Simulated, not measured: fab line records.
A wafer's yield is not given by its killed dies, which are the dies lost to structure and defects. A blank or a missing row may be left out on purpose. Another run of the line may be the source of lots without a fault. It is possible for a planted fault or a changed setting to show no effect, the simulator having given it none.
Which tool was responsible? | flow n5-finfet | 9 lots, 27 wafers sampled, at 7 steps of a route of 1938

== WHAT THE GAUGES SHOWED, per wafer ==
N5_SD_EPI_N_EPI_MEAS_23.
lot  | measured    | on            | thk-nm (nm)
L162 | day 3 11:46 | film-metro-01 | 59.1 58.0 58.3
L163 | day 3 17:38 | film-metro-02 | 57.9 58.8 58.5
L164 | day 4 02:13 | film-metro-01 | 59.5 59.6 60.8
L169 | day 5 08:08 | film-metro-01 | 62.0 60.3 60.2
L170 | day 5 11:17 | film-metro-01 | 56.9 58.6 61.0
L171 | day 5 17:24 | film-metro-01 | 57.7 60.1 58.5
L181 | day 8 05:01 | film-metro-02 | 60.2 60.3 73.6
L183 | day 8 19:10 | film-metro-01 | 58.3 58.3 57.6
L184 | day 8 21:53 | film-metro-02 | 57.9 58.7 60.5

N5_SD_EPI_P_CD_MEAS_09: the cd target is 240 nm.
lot  | measured    | on        | cd-nm (nm)
L162 | day 3 12:44 | cd-sem-01 | 240.7 240.8 240.7
L163 | day 3 19:31 | cd-sem-02 | 238.9 239.6 240.2
L164 | day 4 03:29 | cd-sem-02 | 240.2 239.2 239.3
L169 | day 5 09:07 | cd-sem-01 | 240.5 239.7 240.5
L170 | day 5 12:14 | cd-sem-02 | 240.1 239.2 240.1
L171 | day 5 18:31 | cd-sem-01 | 239.5 240.0 239.8
L181 | day 8 05:50 | cd-sem-02 | 239.4 239.1 239.4
L183 | day 8 20:23 | cd-sem-03 | 240.7 242.0 240.8
L184 | day 8 23:20 | cd-sem-02 | 241.5 239.7 240.8

N5_SD_ACTIVATION_RS_MEAS_03: measurement is done with a four-point probe.
lot  | measured    | on            | RS_SD_N (ohm/sq)  | RS_SD_P (ohm/sq)
L162 | day 3 17:56 | film-metro-02 | 22.11 22.09 22.12 | 56.7 57.0 56.7
L163 | day 4 00:40 | film-metro-01 | 21.89 21.81 22.37 | 56.7 57.0 56.2
L164 | day 4 08:49 | film-metro-02 | 21.79 21.63 21.73 | 56.7 56.0 56.3
L169 | day 5 13:23 | film-metro-01 | 21.49 21.55 21.41 | 56.6 57.3 56.3
L170 | day 5 16:30 | film-metro-01 | 22.14 21.85 21.77 | 55.0 55.3 54.7
L171 | day 5 23:52 | film-metro-01 | 21.95 22.14 22.06 | 56.1 56.0 54.9
L181 | day 8 10:05 | film-metro-01 | 21.63 21.08 17.07 | 56.5 56.2 56.2
L183 | day 9 00:39 | film-metro-01 | 22.18 22.07 22.18 | 53.4 53.7 53.7
L184 | day 9 03:36 | film-metro-02 | 21.94 22.12 22.23 | 57.4 55.9 56.6

N5_BEOL_M4_RC_MEAS_101.
lot  | measured     | on        | DIBL_N (mV/V)  | DIBL_P (mV/V)  | IOFF_N (nA/um)    | IOFF_P (nA/um) | ION_N (uA/um) | ION_P (uA/um) | RS_SD_N (ohm/sq) | SS_N (mV/dec)  | SS_P (mV/dec)  | VT_N (mV)   | VT_P (mV)
L162 | day 8 05:31  | prober-01 | 33.3 35.7 35.2 | 32.2 35.4 34.4 | 0.102 0.135 0.136 | 0.17 0.20 0.20 | 653 654 666   | 460 456 459   | 28.8 28.9 28.5   | 70.6 72.1 71.4 | 72.2 73.7 72.7 | 256 254 254 | -253 -251 -249
L163 | day 8 01:18  | prober-02 | 35.8 38.5 35.0 | 35.5 39.1 35.3 | 0.155 0.207 0.146 | 0.16 0.22 0.17 | 674 680 668   | 460 454 454   | 28.9 28.4 29.2   | 72.5 72.3 70.5 | 73.2 74.7 73.0 | 250 248 248 | -257 -251 -256
L164 | day 8 11:33  | prober-02 | 36.9 36.9 34.7 | 36.3 35.9 34.3 | 0.167 0.153 0.123 | 0.18 0.18 0.16 | 677 660 672   | 461 448 457   | 28.2 28.1 28.1   | 71.3 71.9 70.7 | 73.6 73.7 72.6 | 250 255 254 | -254 -255 -254
L169 | day 9 16:02  | prober-02 | 36.1 36.3 36.6 | 35.1 35.6 35.9 | 0.155 0.168 0.159 | 0.20 0.22 0.22 | 669 681 673   | 462 465 461   | 28.2 27.9 28.0   | 71.7 70.9 71.8 | 73.6 73.2 74.5 | 252 248 251 | -251 -247 -250
L170 | day 10 00:16 | prober-02 | 37.0 36.4 36.6 | 36.3 35.2 36.0 | 0.172 0.160 0.163 | 0.20 0.18 0.19 | 684 684 682   | 466 468 461   | 28.6 28.2 28.4   | 72.0 71.0 71.5 | 73.8 73.5 73.7 | 248 248 251 | -253 -253 -253
L171 | day 10 11:10 | prober-02 | 32.3 34.6 34.7 | 32.4 35.4 35.3 | 0.112 0.156 0.142 | 0.19 0.23 0.22 | 658 682 660   | 462 467 459   | 28.3 28.2 28.1   | 70.2 71.0 71.6 | 72.7 73.5 73.2 | 254 250 252 | -249 -247 -247
L181 | day 13 12:47 | prober-01 | 38.1 37.2 38.8 | 38.5 36.4 38.3 | 0.208 0.179 0.205 | 0.24 0.20 0.25 | 692 673 690   | 468 455 466   | 27.6 27.4 22.4   | 71.7 71.9 72.1 | 73.9 73.5 74.6 | 247 249 246 | -249 -254 -250
L183 | day 13 10:40 | prober-01 | 35.1 36.1 35.9 | 35.2 36.0 36.8 | 0.132 0.156 0.150 | 0.16 0.18 0.19 | 676 674 680   | 463 461 462   | 28.8 28.5 28.6   | 70.9 71.5 71.0 | 72.4 73.2 72.9 | 251 250 251 | -254 -256 -253
L184 | day 14 00:35 | prober-02 | 36.8 36.1 36.3 | 37.8 37.0 36.7 | 0.184 0.167 0.166 | 0.23 0.21 0.21 | 694 684 680   | 471 464 459   | 28.5 28.6 28.5   | 71.0 71.1 71.8 | 73.2 72.9 73.4 | 246 248 247 | -249 -251 -253

== EACH LOT AND THE TOOL THAT RAN IT (in order: tool; ch and the chambers of the sampled wafers; start) ==
lot  | N5_SPACER0_ALD_07                | N5_SD_EPI_N_ETCH_45               | N5_SD_EPI_N_EPI_21
L162 | ald-sin-03 ch 0,2, day 3 06:34   | rie-diel-03 ch 0,2,3, day 3 08:08 | epi-rpcvd-04 ch 0, day 3 09:51
L163 | ald-sin-01 ch 1,3, day 3 12:18   | rie-diel-03 ch 0,2,3, day 3 14:01 | epi-rpcvd-03 ch 0, day 3 15:21
L164 | ald-sin-03 ch 1,2,3, day 3 21:07 | rie-diel-06 ch 0,2,3, day 3 22:35 | epi-rpcvd-04 ch 0, day 4 00:19
L169 | ald-sin-02 ch 0,3, day 5 03:41   | rie-diel-01 ch 0,3, day 5 05:16   | epi-rpcvd-02 ch 0, day 5 06:42
L170 | ald-sin-01 ch 0,3, day 5 06:49   | rie-diel-06 ch 0,3, day 5 08:25   | epi-rpcvd-03 ch 0, day 5 09:34
L171 | ald-sin-03 ch 1,2,3, day 5 12:56 | rie-diel-03 ch 0,1,3, day 5 14:30 | epi-rpcvd-04 ch 0, day 5 16:13
L181 | ald-sin-01 ch 0,1,2, day 8 00:23 | rie-diel-01 ch 1,2, day 8 02:08   | epi-rpcvd-04 ch 0, day 8 03:18
L183 | ald-sin-03 ch 0,1,3, day 8 11:41 | rie-diel-06 ch 0,1,3, day 8 13:15 | epi-rpcvd-02 ch 0, day 8 15:49
L184 | ald-sin-01 ch 0,1,3, day 8 17:26 | rie-diel-06 ch 0,1, day 8 19:00   | epi-rpcvd-03 ch 0, day 8 20:10
- N5_SPACER0_ALD_07: deposits SiNx, target thk 2 nm.
- N5_SD_EPI_N_ETCH_45: etches SiOCN in CH3F/O2, target depth 6 nm.
- N5_SD_EPI_N_EPI_21: deposits Si:P, time 690 s.

== WHAT THE TOOLS THEMSELVES READ (means of the sampled wafers that have a number; where no wafer has one, the mark that the record gives instead) ==
N5_SPACER0_ALD_07.
lot  | tool       | heater-power-w (W)
L162 | ald-sin-03 | 663
L163 | ald-sin-01 | 873
L164 | ald-sin-03 | 836
L169 | ald-sin-02 | 845
L170 | ald-sin-01 | 839
L171 | ald-sin-03 | 821
L181 | ald-sin-01 | 800
L183 | ald-sin-03 | 866
L184 | ald-sin-01 | 772

N5_SD_EPI_N_ETCH_45.
lot  | tool        | drypump-motor-current-A (A) | oes-product-au (a.u.) | rf-vpp-V (V) | showerhead-plenum-p-Torr (Torr) | throttle-valve-pct (%)
L162 | rie-diel-03 | 5.7                         | 0.70                  | 128.1        | 2.02                            | 23.46
L163 | rie-diel-03 | 5.6                         | 0.70                  | 127.7        | 2.02                            | 23.47
L164 | rie-diel-06 | 5.5                         | 0.77                  | 128.1        | 2.05                            | 23.52
L169 | rie-diel-01 | 6.3                         | 0.71                  | 127.4        | 2.03                            | 23.52
L170 | rie-diel-06 | 5.5                         | 0.79                  | 127.3        | 2.02                            | 23.51
L171 | rie-diel-03 | 5.9                         | 0.77                  | 127.8        | 1.99                            | 23.43
L181 | rie-diel-01 | 5.7                         | 0.76                  | 126.5        | 1.99                            | 23.38
L183 | rie-diel-06 | 5.6                         | 0.82                  | 128.9        | 2.06                            | 23.39
L184 | rie-diel-06 | 5.5                         | 0.81                  | 127.8        | 2.10                            | 23.32

== THE ANSWER, worked out from the rows above alone ==
Rule: what is usual is taken from the lots themselves. The widest of any qualifying gaps counts: lots, ordered by their means at a reading, are off when they make up no more than a third of the lots, leave a main group of 4 or more, and stand apart from it by 3 or more times the standard deviation of that group's means. If all means in a main group match to the digits the tables above print for the reading, that group is not used. A lot without any number at a reading at which 4 lots or more have one is off too. Any other lot the step has rows for is counted as sound. First the gauges in route order, then the tools' own readings, where a lot's mean is used as printed above. At the first step where some lot is off, the reading lying furthest off is the one used; lots without a number count as furthest.
Off: L181, at N5_SD_EPI_N_EPI_MEAS_23 (thk-nm). The main group has a mean of 59.0 nm with a standard deviation of 0.86.
A tool fits if, at a process step before that reading, it ran every lot that is off, and no sound lot after the first of them. The gauges at N5_SD_EPI_N_EPI_MEAS_23 aren't tried: what is off there is off at N5_SD_ACTIVATION_RS_MEAS_03 too, on other tools, and a gauge's error can't cause that. This does not decide it: 2 tools fit, namely rie-diel-01 at N5_SD_EPI_N_ETCH_45 and epi-rpcvd-04 at N5_SD_EPI_N_EPI_21.

== WHAT HAD BEEN PUT IN BY THE SIMULATOR ==
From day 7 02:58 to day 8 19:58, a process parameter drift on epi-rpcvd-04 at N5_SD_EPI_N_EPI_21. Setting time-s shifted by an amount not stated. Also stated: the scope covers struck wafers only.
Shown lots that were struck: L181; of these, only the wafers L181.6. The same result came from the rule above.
